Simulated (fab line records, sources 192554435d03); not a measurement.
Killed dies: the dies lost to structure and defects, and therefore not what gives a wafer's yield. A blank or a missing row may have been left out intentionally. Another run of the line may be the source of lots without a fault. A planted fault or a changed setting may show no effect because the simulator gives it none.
Matching of chambers || flow n5_finfet || rie_diel-06 running N5_BEOL_M3_STRIP_19: 4 sister chambers
The step strips in O2. 4 wafers are shown with their chamber, then 8 later ones without.

WAFERS PAIRED WITH THEIR CHAMBERS
{"wafer": "L890.5", "chamber": 0, "drypump_motor_current_A (A)": 5.5}
{"wafer": "L893.1", "chamber": 1, "drypump_motor_current_A (A)": 6.0}
{"wafer": "L893.4", "chamber": 3, "drypump_motor_current_A (A)": 5.1}
{"wafer": "L892.1", "chamber": 2, "drypump_motor_current_A (A)": 6.0}

WAFERS WITHOUT THEIR CHAMBER
{"wafer": "L892.2", "drypump_motor_current_A (A)": 6.0}
{"wafer": "L892.5", "drypump_motor_current_A (A)": 6.0}
{"wafer": "L895.1", "drypump_motor_current_A (A)": 5.5}
{"wafer": "L895.3", "drypump_motor_current_A (A)": 5.9}
{"wafer": "L895.5", "drypump_motor_current_A (A)": 6.0}
{"wafer": "L898.2", "drypump_motor_current_A (A)": 5.5}
{"wafer": "L898.5", "drypump_motor_current_A (A)": 6.0}
{"wafer": "L898.6", "drypump_motor_current_A (A)": 5.5}

WHICH CHAMBER EACH WENT THROUGH
{"wafer": "L892.2", "from the rows above": "can't be placed: 1 or 2", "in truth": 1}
{"wafer": "L892.5", "from the rows above": "can't be placed: 1 or 2", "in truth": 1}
{"wafer": "L895.1", "from the rows above": 0, "in truth": 0}
{"wafer": "L895.3", "from the rows above": "can't be placed: 1 or 2", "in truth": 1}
{"wafer": "L895.5", "from the rows above": "can't be placed: 1 or 2", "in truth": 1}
{"wafer": "L898.2", "from the rows above": 0, "in truth": 0}
{"wafer": "L898.5", "from the rows above": "can't be placed: 1 or 2", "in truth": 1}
{"wafer": "L898.6", "from the rows above": 0, "in truth": 0}
3 of 8 placed correctly. Can't be placed from these rows: 5 (the true chamber is among the candidates in 5). Number placed wrongly: 0.
How it was worked out, from the rows above alone: a wafer's distance from a chamber is the root of the sum, over the readings, of the square of ((its reading less the chamber's mean) divided by the reading's scatter). The wafer belongs to the nearest chamber; if the next one is less than 2 further off, it can't be placed. A chamber's mean is the mean of its shown wafers. The scatter: with one shown wafer a chamber, the root of the mean of the squares of how far each hidden wafer lies from its nearest shown one.
